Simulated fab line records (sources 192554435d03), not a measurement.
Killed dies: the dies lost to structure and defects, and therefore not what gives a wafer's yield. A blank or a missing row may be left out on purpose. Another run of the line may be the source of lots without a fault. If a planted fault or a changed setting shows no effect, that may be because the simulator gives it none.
Chamber matching	flow n5Finfet	N5_SDB_DESCUM_16 on rieDiel-05: 4 sister chambers
The step chemistry O2, time 7.9 s. 8 wafers are shown with their chamber, then 8 later ones without.

## WAFERS PAIRED WITH THEIR CHAMBERS
wafer	chamber	drypumpMotorCurrentA (A)	throttleValvePct (%)
L084.1	0	6.5	20.13
L086.3	1	5.1	20.06
L086.5	1	5.1	20.05
L086.6	2	5.9	20.52
L087.1	0	6.4	20.14
L087.3	3	5.7	20.81
L087.5	3	5.7	20.81
L091.3	2	6.0	20.55

## WAFERS MISSING THEIR CHAMBER
wafer	drypumpMotorCurrentA (A)	throttleValvePct (%)
L091.4	5.6	20.82
L091.5	5.1	20.08
L092.4	5.7	20.83
L092.5	5.1	20.10
L092.6	6.4	20.15
L094.1	5.9	20.54
L094.2	5.1	20.08
L094.4	5.7	20.81

## EACH ONE'S CHAMBER
wafer	from the rows above	in truth
L091.4	3	3
L091.5	1	1
L092.4	3	3
L092.5	1	1
L092.6	0	0
L094.1	2	2
L094.2	1	1
L094.4	3	3
Placed correctly: 8 of 8. Number that these rows cannot place: 0. 0 placed wrongly.
How it was worked out, from the rows above alone: a wafer's distance from a chamber is the root of the sum, over the readings, of the square of ((its reading less the chamber's mean) divided by the reading's scatter). If the next closest chamber is less than 2 further off than the closest, the wafer can't be placed; otherwise it belongs to the closest. The mean given for a chamber averages the wafers shown for that chamber. The scatter is the square root of a quotient: the sum, over the shown wafers, of each reading's squared deviation from its chamber's mean, divided by wafers minus chambers.
